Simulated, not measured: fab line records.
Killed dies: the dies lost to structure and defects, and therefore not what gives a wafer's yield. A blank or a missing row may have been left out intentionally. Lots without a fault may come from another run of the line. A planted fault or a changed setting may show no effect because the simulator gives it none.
The tool behind it: which one? | flow n5 finfet | 10 lots, 30 wafers sampled, at 4 steps of a route of 1938

WHAT THE GAUGES READ, wafer by wafer
N5_BEOL_M4_RC_MEAS_101.
lot  | measured     | on        | VT_N_LVT (mV)
L294 | day 12 02:29 | prober-01 | 102 105 102
L297 | day 13 01:20 | prober-02 | 96 97 96
L298 | day 12 13:42 | prober-02 | 98 102 98
L299 | day 13 23:03 | prober-02 | 98 90 95
L300 | day 12 22:52 | prober-02 | 101 99 102
L301 | day 14 01:37 | prober-01 | 106 106 105
L303 | day 14 05:34 | prober-02 | 107 102 102
L308 | day 14 17:44 | prober-01 | 102 96 97
L310 | day 15 19:40 | prober-02 | 67 66 60
L311 | day 17 04:29 | prober-01 | 70 68 72

TOOL THAT RAN EACH LOT (tool first, then ch and the chambers of the sampled wafers, then the start)
lot  | N5_HKMG_FIN_RTA_80              | N5_BEOL_M4_ANNEAL_80         | N5_BEOL_M4_SPUTTER_88
L294 | rtp anneal-01 ch 0, day 4 12:46 | pvd sputter-03, day 11 23:46 | pvd sputter-03, day 12 00:21
L297 | rtp anneal-01 ch 0, day 5 09:59 | pvd sputter-03, day 12 22:18 | pvd sputter-03, day 12 22:53
L298 | rtp anneal-01 ch 0, day 5 14:37 | pvd sputter-03, day 12 10:58 | pvd sputter-03, day 12 11:32
L299 | rtp anneal-01 ch 0, day 5 19:34 | pvd sputter-03, day 13 19:44 | pvd sputter-03, day 13 20:19
L300 | rtp anneal-02 ch 0, day 5 23:14 | pvd sputter-01, day 12 19:59 | pvd sputter-01, day 12 20:34
L301 | rtp anneal-02 ch 0, day 6 04:53 | pvd sputter-01, day 13 22:53 | pvd sputter-01, day 13 23:28
L303 | rtp anneal-01 ch 0, day 6 21:49 | pvd sputter-02, day 14 02:51 | pvd sputter-02, day 14 03:26
L308 | rtp anneal-01 ch 0, day 8 02:29 | pvd sputter-01, day 14 14:52 | pvd sputter-01, day 14 15:27
L310 | rtp anneal-02 ch 0, day 8 14:34 | pvd sputter-03, day 15 16:48 | pvd sputter-03, day 15 17:23
L311 | rtp anneal-02 ch 0, day 8 18:52 | pvd sputter-02, day 17 01:46 | pvd sputter-02, day 17 02:20
- N5_HKMG_FIN_RTA_80: time 2 s.
- N5_BEOL_M4_ANNEAL_80: time 240 s.
- N5_BEOL_M4_SPUTTER_88: material Cu, target thk 4.5 nm, time 8.29 s.

THE ANSWER, worked out from the rows above alone
Rule: the usual values come from the lots themselves. Put in order of their means at a reading, lots are off if they are a third of the lots or fewer, leave a main group of 4 or more, and stand apart from it by a gap of 3 or more times the standard deviation of the main group's means; of several such gaps the widest counts. A main group whose means are all the same, to the digits that the tables above print for the reading, isn't used. Also off: a lot with no number at a reading for which 4 or more lots have one. Any other lot the step has rows for is counted as sound.
Off: L310, L311, at N5_BEOL_M4_RC_MEAS_101 (VT_N_LVT). The main group: mean 100 mV, standard deviation 3.6.
If a tool, at a process step before that reading, ran all the lots that are off and no sound lot after the first of them, it fits. Gauges at N5_BEOL_M4_RC_MEAS_101: tried the same way as those tools. One candidate fits, namely rtp anneal-02 at N5_HKMG_FIN_RTA_80. A fault onset in the window from L301 (day 6 04:53, its last sound lot) to L310 (day 8 14:34, its first lot off) fits.

WHAT THE SIMULATOR PUT IN
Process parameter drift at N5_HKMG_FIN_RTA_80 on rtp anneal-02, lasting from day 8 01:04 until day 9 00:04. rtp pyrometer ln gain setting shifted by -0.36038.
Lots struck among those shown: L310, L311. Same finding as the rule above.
